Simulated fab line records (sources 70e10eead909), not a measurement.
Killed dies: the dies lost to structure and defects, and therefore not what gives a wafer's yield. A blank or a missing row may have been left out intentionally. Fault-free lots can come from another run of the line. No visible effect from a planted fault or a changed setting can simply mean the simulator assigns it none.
Comparing a struck lot with a sound one | flow nand_harc | 14 out of 1159 route steps
Sound: these wafers, L640.1, L640.2, L640.5. Struck: wafers L642.1, L642.6. (L642.5 of the same lot was not struck and is left out.) The cause comes at the end.
Per side, at each step with rows, come the tool, then ch with its chambers, and then its first start. Under that, the readings that differ: sound wafers | struck wafers | difference of the means | sigmas: that difference in standard deviations of wafers without a fault.
alike: readings whose means differ by less than 2 such deviations, and words and numbers that are the same on both sides. not compared: withheld readings, readings that some wafer has no value for, bounds like >300 that may hide the same value, and numbers for which the record gives no deviation and whose values overlap.
The two part at a step that has a row with sigmas, a row that says differs or no value, or rows on one side only. Non-overlapping numbers with no deviation appear without sigmas and do not part them. Lack of a reading on every wafer of one side parts them only where that side has two or more wafers.

first, 5 steps without rows for these wafers: NHARC_A_STAIRCASE_EBR_180; NHARC_A_STAIRCASE_EXPOSE_181 (exposes mask STAIR 2); NHARC_A_STAIRCASE_PEB_182 (peb time 130 s); NHARC_A_STAIRCASE_DEVELOP_183 (time 140 s); NHARC_A_STAIRCASE_HARDBAKE_185 (time 140 s).
NHARC_A_STAIRCASE_DESCUM_186: chemistry O2, time 3 s.
  sound on rie_diel-12 ch 0,2, day 13 09:37; struck on rie_diel-12 ch 1,3, day 14 16:13
  reading               | sound             | struck      | difference | sigmas
  oes_product_au (a.u.) | 1.004 1.008 0.993 | 0.987 0.984 | -0.016     | -2
  alike: drypump_motor_current_A, mfc_ar_sccm, rf_vpp_V, showerhead_plenum_p_Torr, throttle_valve_pct
  not compared: rf_hours_counter_h
then, 1 step without rows for these wafers: NHARC_A_STAIRCASE_TRIM_187 (chemistry O2, time 211.2 s).
NHARC_A_STAIRCASE_ETCH_188: etches the open film in C4F8/O2, target depth 100 nm, time 40.5 s.
  sound on rie_diel-12 ch 0,1; struck on rie_diel-12 ch 0,3
  alike: oes_product_au, rf_vpp_V, run_length_s
  not compared: rf_hours_counter_h
NHARC_A_STAIRCASE_TRIM_189: chemistry O2, time 211.2 s.
  sound on rie_diel-12 ch 0,1,2; struck on rie_diel-12 ch 2,3
  alike: drypump_motor_current_A, mfc_ar_sccm, oes_product_au, rf_vpp_V, showerhead_plenum_p_Torr, throttle_valve_pct
  not compared: rf_hours_counter_h
NHARC_A_STAIRCASE_ETCH_190: etches the open film in C4F8/O2, target depth 100 nm, time 40.5 s.
  sound on rie_diel-12 ch 0,2,3; struck on rie_diel-12 ch 2,3
  alike: oes_product_au, rf_vpp_V, run_length_s
  not compared: rf_hours_counter_h
then, 1 step without rows for these wafers: NHARC_A_STAIRCASE_TRIM_191 (chemistry O2, time 211.2 s).
NHARC_A_STAIRCASE_ETCH_192: etches the open film in C4F8/O2, target depth 100 nm, time 40.5 s.
  sound on rie_diel-12 ch 0,1,3, day 13 10:19; struck on rie_diel-12 ch 1,2, day 14 17:08
  reading               | sound             | struck      | difference | sigmas
  oes_product_au (a.u.) | 0.943 0.956 0.953 | 0.921 0.919 | -0.031     | -3
  run_length_s (s)      | 61.7 61.5 61.3    | 49.2 48.6   | -12.6      | -29
  alike: rf_vpp_V
  not compared: rf_hours_counter_h
NHARC_A_STAIRCASE_TRIM_193: chemistry O2, time 211.2 s.
  sound on rie_diel-12 ch 1,3; struck on rie_diel-12 ch 2,3
  alike: drypump_motor_current_A, mfc_ar_sccm, oes_product_au, rf_vpp_V, showerhead_plenum_p_Torr, throttle_valve_pct
  not compared: rf_hours_counter_h
-- jump in the record: it breaks off in module A_STAIRCASE and resumes in module END (first step shown: number 1159 of the route), and 8 days separate the struck wafers' starts before and after --
NHARC_END_SORT_01:
  at this point the record logs the struck wafers (prober-01 ch 0, day 22 15:26) and has no rows for the sound ones

WHERE THEY PART
First at NHARC_A_STAIRCASE_DESCUM_186; last, within this record, at NHARC_END_SORT_01.

WHY: whatever the simulator had introduced
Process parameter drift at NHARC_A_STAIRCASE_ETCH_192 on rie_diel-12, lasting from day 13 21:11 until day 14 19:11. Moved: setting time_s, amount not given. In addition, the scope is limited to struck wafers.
